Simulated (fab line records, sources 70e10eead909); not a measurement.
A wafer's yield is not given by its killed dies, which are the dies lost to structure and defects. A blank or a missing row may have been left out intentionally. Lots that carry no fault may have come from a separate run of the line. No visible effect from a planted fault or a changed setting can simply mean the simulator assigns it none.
fab line records	flow nand-harc
record: lots: 13	wafers: 39	last-day: 34
route steps=1302 shown P_M2@338 P_BONDPAD@365
lots untouched by any fault: they come from a run of this same line in which no faults occurred
start-h: hours from the record's first day to the start of the lot's first wafer shown	wait-h: hours since the lot's step before	" same as the row above	L1.1+2: a single row standing in for several wafers	- no value, or no start given	* or withheld: withheld	< > ~ a bound
route shown NAME@n: names a module that has steps shown in the file, with the first one's number in the route	usual: mean and standard deviation over wafers with no fault	same: alike in all rows	chamber/n: place in a boat	sites: readings site by site	_std_site: standard deviation across them	_edge_site: outer sites' mean less inner sites'	radius-mm: for every site, how far away it sits from the centre of the wafer	mask NAME#n: copy n	behind: the most recent tool/chamber to have shaped the wafer	hold: why the lot went on hold/how many hours it stayed there/how the hold came to an end	device: whichever transistor did not switch (one of n, p or np)	end of line: tests of these same wafers at the route's end	a step given without rows: its recipe and nothing more	killed: at the first sort, the dies lost to defects and structure; wafer yield is something else	map: per-die view of a wafer (x killed, . not killed, _ where there is no die)
set.NAME: the setting that was run; set.NAME@STEP: the one run at that earlier step	model.NAME: the simulator's own value behind a step, which no gauge read
one table for each step of the route and one row for each wafer, over a sample of lots
services: from which hour (start-h, from the record's first day; less than 0 if before it) a tool's chamber was out of use, for how many hours, and why
== steps ==
step: NHARC_P_M2_DEGAS_29
recipe: temp-c: 250	time-s: 60
usual: heater-power-w: 362/26
lot.wafer	tool	chamber	start-h	wait-h	heater-power-w
L966.2	pvd-sputter-03	-	144.91	-	366
L966.1	"	-	"	"	364
L966.4	"	-	"	"	375
L968.1	pvd-sputter-02	-	160.68	-	377
L968.5	"	-	"	"	382
L968.6	"	-	"	"	322
L967.4	pvd-sputter-02	-	163.04	-	373
L967.1	"	-	"	"	356
L967.5	"	-	"	"	368
L969.3	pvd-sputter-02	-	172.13	-	384
L969.6	"	-	"	"	325
L969.5	"	-	"	"	363
L972.3	pvd-sputter-01	-	194.76	-	339
L972.4	"	-	"	"	318
L972.5	"	-	"	"	412
L976.2	pvd-sputter-03	-	246.31	-	371
L976.4	"	-	"	"	362
L976.6	"	-	"	"	375
L980.2	pvd-sputter-02	-	279.09	-	358
L980.1	"	-	"	"	375
L980.6	"	-	"	"	380
L982.4	pvd-sputter-01	-	302.35	-	353
L982.1	"	-	"	"	399
L982.2	"	-	"	"	312
L983.3	pvd-sputter-01	-	308.77	-	402
L983.4	"	-	"	"	345
L983.5	"	-	"	"	404
L985.3	pvd-sputter-02	-	324.22	-	319
L985.4	"	-	"	"	328
L985.2	"	-	"	"	370
L984.2	pvd-sputter-02	-	325.04	-	367
L984.3	"	-	"	"	336
L984.5	"	-	"	"	391
L986.3	pvd-sputter-01	-	336.49	-	320
L986.1	"	-	"	"	369
L986.2	"	-	"	"	344
L988.4	pvd-sputter-01	-	363.26	-	348
L988.2	"	-	"	"	399
L988.6	"	-	"	"	322
step: NHARC_P_BONDPAD_OVL_MEAS_38
usual: overlay-x-nm: -1/4.7	overlay-y-nm: -2/5.1
lot.wafer	tool	chamber	start-h	wait-h	overlay-x-nm	overlay-y-nm
L966.1	overlay-02	-	148.51	-	-3	-2
L966.2	"	-	"	"	-2	-3
L966.4	"	-	"	"	-2	-3
L968.1	overlay-02	-	164.22	-	0	-5
L968.5	"	-	"	"	1	-5
L968.6	"	-	"	"	-1	-5
L967.1	overlay-02	-	166.39	-	-9	-8
L967.4	"	-	"	"	-10	-8
L967.5	"	-	"	"	-9	-8
L969.3	overlay-02	-	175.55	-	-6	2
L969.5	"	-	"	"	-6	2
L969.6	"	-	"	"	-6	2
L972.3	overlay-01	-	198.25	-	3	3
L972.4	"	-	"	"	4	3
L972.5	"	-	"	"	3	3
L976.2	overlay-01	-	249.90	-	0	-11
L976.4	"	-	"	"	0	-11
L976.6	"	-	"	"	1	-11
L980.1	overlay-01	-	282.41	-	0	-3
L980.2	"	-	"	"	0	-4
L980.6	"	-	"	"	0	-3
L982.1	overlay-02	-	305.85	-	1	-4
L982.2	"	-	"	"	0	-4
L982.4	"	-	"	"	0	-5
L983.3	overlay-02	-	312.21	-	-8	-2
L983.4	"	-	"	"	-7	-2
L983.5	"	-	"	"	-8	-2
L985.2	overlay-01	-	327.64	-	-8	4
L985.3	"	-	"	"	-9	5
L985.4	"	-	"	"	-8	5
L984.2	overlay-02	-	328.58	-	10	-6
L984.3	"	-	"	"	9	-6
L984.5	"	-	"	"	9	-5
L986.1	overlay-01	-	340.22	-	1	1
L986.2	"	-	"	"	1	0
L986.3	"	-	"	"	0	1
L988.2	overlay-01	-	366.71	-	2	4
L988.4	"	-	"	"	2	4
L988.6	"	-	"	"	2	3
step: NHARC_P_BONDPAD_ETCH_24
recipe: target-depth-a: 300	over-etch-frac: 0.3	time-s: 72.99	ion-energy-ev: 150	cf4-flow-sccm: 50	n2-flow-sccm: 100	ar-flow-sccm: 150	rf-w: 300	bias-w: 100	chemistry: CF4/N2
usual: drypump-motor-current-A: 5.7/0.49	oes-product-au: 0.997/0.0066	rf-vpp-V: 313.8/1.7	run-length-s: 94.2/0.54	showerhead-plenum-p-Torr: 2.61/0.089	throttle-valve-pct: 19.794/0.009
lot.wafer	tool	chamber	start-h	wait-h	drypump-motor-current-A	oes-product-au	rf-hours-counter-h	rf-vpp-V	run-length-s	showerhead-plenum-p-Torr	throttle-valve-pct
L966.4	rie-diel-07	3	149.18	-	5.8	0.996	0.9	315.7	95.2	2.75	19.808
L966.2	"	1	"	"	6.1	0.986	1.2	312.8	93.7	2.57	19.800
L966.1	"	2	"	"	5.0	1.002	0.9	312.8	94.4	2.63	19.806
L968.1	rie-diel-02	1	164.90	-	5.1	0.998	4.0	316.5	95.0	2.79	19.792
L968.6	"	2	"	"	5.2	0.994	-	313.5	93.3	2.60	19.799
L968.5	"	3	"	"	5.8	1.003	-	313.1	93.6	2.59	19.809
L967.4	rie-diel-02	2	167.07	-	5.3	0.998	2.9	314.0	93.7	2.60	19.799
L967.1	"	0	"	"	6.3	0.994	4.1	313.3	93.7	2.56	19.792
L967.5	"	2	"	"	5.3	0.990	-	313.2	93.4	2.60	19.798
L969.3	rie-diel-02	2	176.24	-	5.2	1.001	3.5	314.2	93.6	2.60	19.794
L969.5	"	3	"	"	5.8	1.003	-	312.2	93.5	2.59	19.787
L969.6	"	0	"	"	6.3	0.999	-	313.8	93.3	2.56	19.789
L972.3	rie-diel-01	0	198.93	-	5.5	0.990	10.2	312.3	94.3	2.53	19.801
L972.4	"	1	"	"	5.8	0.998	10.1	315.5	94.7	2.71	19.790
L972.5	"	3	"	"	6.5	0.976	-	314.3	94.1	2.60	19.795
L976.2	rie-diel-01	1	250.58	-	5.8	1.005	2.9	314.7	94.6	2.71	19.795
L976.4	"	2	"	"	5.2	0.998	2.1	314.0	94.6	2.52	19.790
L976.6	"	0	"	"	5.5	1.001	-	311.8	94.2	2.53	19.788
L980.1	rie-diel-02	1	283.09	-	5.2	1.000	1.5	316.8	94.8	2.79	19.789
L980.2	"	0	"	"	6.4	1.010	1.5	314.8	71.5	2.56	19.791
L980.6	"	1	"	"	5.2	1.010	-	317.1	95.0	2.79	19.793
L982.4	rie-diel-01	2	306.52	-	5.2	1.002	5.7	311.9	95.3	2.51	19.794
L982.2	"	3	"	"	6.5	0.994	3.6	313.6	94.5	2.60	19.789
L982.1	"	0	"	"	5.4	0.993	5.6	312.2	94.0	2.53	19.790
L983.3	rie-diel-07	0	312.88	-	6.3	0.990	0.7	313.4	94.0	2.49	19.789
L983.4	"	3	"	"	5.8	0.998	0.4	316.7	94.7	2.75	19.806
L983.5	"	0	"	"	6.4	0.994	-	312.8	94.1	2.49	19.788
L985.2	rie-diel-07	3	328.36	-	5.8	0.999	0.7	316.7	94.6	2.75	19.792
L985.4	"	1	"	"	6.1	0.991	1.1	313.9	93.6	2.57	19.784
L985.3	"	2	"	"	5.0	0.987	0.8	314.1	94.2	2.63	19.808
L984.2	rie-diel-07	3	329.24	-	5.9	1.004	0.8	315.8	94.7	2.75	19.787
L984.3	"	2	"	"	5.0	0.984	0.8	315.0	94.2	2.63	19.804
L984.5	"	0	"	"	6.4	0.992	-	312.1	94.4	2.49	19.793
L986.2	rie-diel-07	1	340.89	-	6.1	0.998	2.4	313.3	93.8	2.56	19.799
L986.1	"	3	"	"	5.8	0.996	1.6	317.4	94.4	2.75	19.790
L986.3	"	0	"	"	6.3	0.996	2.4	312.4	93.9	2.49	19.787
L988.2	rie-diel-01	3	367.39	-	6.5	1.000	5.9	314.5	94.9	2.60	19.766
L988.4	"	1	"	"	5.8	1.007	9.3	314.9	94.6	2.70	19.797
L988.6	"	3	"	"	6.5	1.001	-	311.9	94.4	2.60	19.787
step: NHARC_P_BONDPAD_ANNEAL_28
recipe: temp-c: 225	time-s: 90
usual: wafer_temp_C_max: 225.85/0.22
lot.wafer	tool	chamber	start-h	wait-h	wafer_temp_C_max
L966.1	rtp-anneal-02	0	150.32	0.3	225.56
L966.2	"	0	"	"	225.47
L966.4	"	0	"	"	225.70
L968.1	rtp-anneal-02	0	166.02	-	226.26
L968.5	"	0	"	"	225.97
L968.6	"	0	"	"	225.88
L967.1	rtp-anneal-01	0	168.24	0.3	225.71
L967.4	"	0	"	"	226.04
L967.5	"	0	"	"	225.93
L969.3	rtp-anneal-02	0	177.54	0.4	226.16
L969.5	"	0	"	"	226.09
L969.6	"	0	"	"	226.24
L972.3	rtp-anneal-02	0	200.15	-	226.03
L972.4	"	0	"	"	225.98
L972.5	"	0	"	"	225.87
L976.2	rtp-anneal-01	0	251.76	0.4	225.57
L976.4	"	0	"	"	225.77
L976.6	"	0	"	"	225.64
L980.1	rtp-anneal-01	0	284.23	-	225.58
L980.2	"	0	"	"	225.56
L980.6	"	0	"	"	225.58
L982.1	rtp-anneal-01	0	307.88	0.5	226.52
L982.2	"	0	"	"	226.33
L982.4	"	0	"	"	225.98
L983.3	rtp-anneal-02	0	314.13	0.3	225.93
L983.4	"	0	"	"	225.72
L983.5	"	0	"	"	225.83
L985.2	rtp-anneal-02	0	329.55	0.4	225.83
L985.3	"	0	"	"	225.95
L985.4	"	0	"	"	225.92
L984.2	rtp-anneal-01	0	330.45	-	225.99
L984.3	"	0	"	"	225.64
L984.5	"	0	"	"	225.54
L986.1	rtp-anneal-01	0	342.12	0.3	226.16
L986.2	"	0	"	"	225.87
L986.3	"	0	"	"	225.99
L988.2	rtp-anneal-02	0	368.58	-	225.74
L988.4	"	0	"	"	225.64
L988.6	"	0	"	"	225.90
== services ==
tool	chamber	start-h	hours	kind
rie-diel-07	0	126.20	-	clean
rie-diel-07	1	126.20	-	clean
rie-diel-02	-	133.96	1.0	repair
rie-diel-02	2	138.95	15.7	repair
pvd-sputter-03	-	170.00	10.0	pm
rie-diel-02	2	179.81	6.3	repair
rie-diel-02	0	187.40	1.6	repair
rie-diel-01	-	203.80	9.0	pm
rie-diel-01	3	214.29	14.6	repair
rie-diel-02	-	216.74	9.0	pm
rie-diel-01	2	224.78	8.7	repair
pvd-sputter-01	-	226.09	10.0	pm
rie-diel-07	1	241.12	4.1	repair
rie-diel-01	3	245.67	2.4	repair
pvd-sputter-03	-	246.90	2.3	repair
rie-diel-07	-	271.60	0.8	repair
rtp-anneal-02	-	282.60	31.3	repair
pvd-sputter-02	-	286.53	10.0	pm
rie-diel-07	-	294.20	9.0	pm
rie-diel-01	-	310.72	1.1	repair
pvd-sputter-03	-	318.58	0.9	repair
rie-diel-02	2	321.45	8.6	repair
rie-diel-02	3	344.23	2.7	repair
pvd-sputter-03	-	348.00	10.0	pm
== key ==
first-sign: step: NHARC_P_BONDPAD_ETCH_24	reading: run-length-s	direction: down	sigmas: 42	usual: *	struck: *
effect none on later readings
met-at NHARC_P_BONDPAD_ETCH_24
struck-lots L980
struck-wafers L980.2
later-rows-left-out L980.2
sort-left-out L980.2
not-acting-at NHARC_P_M2_DEGAS_29,NHARC_P_BONDPAD_OVL_MEAS_38,NHARC_P_BONDPAD_ANNEAL_28
onset-between 176.24 283.09
fault: kind: process-parameter-drift	tool: rie-diel-02	chamber: 0	onset-h: 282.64	steps: NHARC_P_BONDPAD_ETCH_24	channel: time-s	offset: *	shape: step	end-h: 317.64	acts-in: *	stated: *
sort-left-out: the simulated sort isn't trusted on such a fault, so these wafers' sort isn't shown, and their yield isn't known
later-rows-left-out: the simulator's readings of these wafers behind a module that went badly wrong aren't trusted and aren't shown, but for the sort
